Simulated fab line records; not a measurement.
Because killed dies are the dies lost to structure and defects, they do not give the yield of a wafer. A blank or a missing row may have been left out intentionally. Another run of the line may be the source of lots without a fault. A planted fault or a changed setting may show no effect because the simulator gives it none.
3 desks looking at one fault    flow nandHarc    each desk has only its own numbers; what lay behind them comes last

## THE DEFECT DESK
Counts from the inspections along the route, per lot, as means over the sampled wafers that have a number. Marked OUT: a lot whose mean sits more than 4 standard deviations from the usual mean, which makes it out of limits; the brackets give that distance.
Columns: A = rawDefectCount at NHARC_A_SIN_REMOVE_INSPECT_04, usual 303
lot   first seen here  A
L318  day 14 18:17     307
L319  day 15 12:38     273
L321  day 15 12:38     284
L323  day 15 19:08     230
L322  day 15 23:43     272
L324  day 15 23:43     256
L325  day 16 09:01     322
L331  day 18 05:32     306
L333  day 18 10:02     272
L335  day 19 01:01     278
L336  day 19 01:02     531
L341  day 19 23:07     346
L338  day 20 03:53     335
L339  day 20 03:54     214
Result from this desk: across the 14 lots, nothing is out of limits.

## DESK OF THE TOOL OWNER: rieMetal-02
The tool's own readings at NHARC_A_WL_FILL_ETCHBACK_17 (etches the open film in Cl2/BCl3, target depth 4 nm, time 26.7 s): means of the sampled wafers that have a number, for each lot that ran on this tool. Marked OUT: a lot whose mean sits more than 4 standard deviations from the usual mean, which makes it out of limits; the brackets give that distance.
Columns: A = drypumpMotorCurrentA at NHARC_A_WL_FILL_ETCHBACK_17, usual 6.1 A; B = oesProductAu at NHARC_A_WL_FILL_ETCHBACK_17, usual 0.998 a.u.
lot   first seen here  A    B
L319  day 16 06:41     6.5  1.003
L322  day 16 19:41     6.5  0.999
L324  day 16 22:47     6.6  0.887 (-15) OUT
L325  day 17 01:35     6.4  0.937 (-8.3) OUT
This desk's finding: out of limits on L324, L325; first on L324, day 16 22:47 (oesProductAu at NHARC_A_WL_FILL_ETCHBACK_17). Within limits: L319, L322.

## AT THE METROLOGY DESK
Means of the sampled wafers that have a number, per lot and without regard to the tool the lot ran on: this is what the gauges read. Marked OUT: a lot whose mean sits more than 4 standard deviations from the usual mean, which makes it out of limits; the brackets give that distance.
Columns: A = cdNm at NHARC_A_SLIT_CD_MEAS_21, usual 289.4 nm
lot   first seen here  A
L318  day 14 10:32     290.4
L319  day 15 04:58     290.3
L321  day 15 05:10     289.8
L323  day 15 11:46     289.2
L322  day 15 16:01     289.5
L324  day 15 16:14     289.6
L325  day 16 01:21     288.9
L331  day 17 21:49     289.3
L333  day 18 02:16     290.3
L336  day 18 17:18     288.3
L335  day 18 17:44     289.8
L341  day 19 15:25     290.1
L338  day 19 18:58     290.1
L339  day 19 20:39     289.2
Result from this desk: across the 14 lots, nothing is out of limits.

## ALL TOGETHER
At day 16 22:47, on L324, L325, the tool owner's desk was in a position to raise an alarm.
The defect desk saw nothing out of limits.
At the metrology desk, nothing out of limits was observed.
The defect desk has L324, L325 on record, within its limits.
The metrology desk holds a record of L324, L325, inside its limits.
Of the lots named, all ran NHARC_A_WL_FILL_ETCHBACK_17 on rieMetal-02.

## WHAT THE SIMULATOR PUT IN
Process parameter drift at NHARC_A_WL_FILL_ETCHBACK_17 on rieMetal-02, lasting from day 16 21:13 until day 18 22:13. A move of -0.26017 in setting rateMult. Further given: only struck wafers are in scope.
Struck lots among those shown: L324, L325.
Delay in hours, fault start to first out-of-limits reading, by desk: the tool owner's desk at 2.
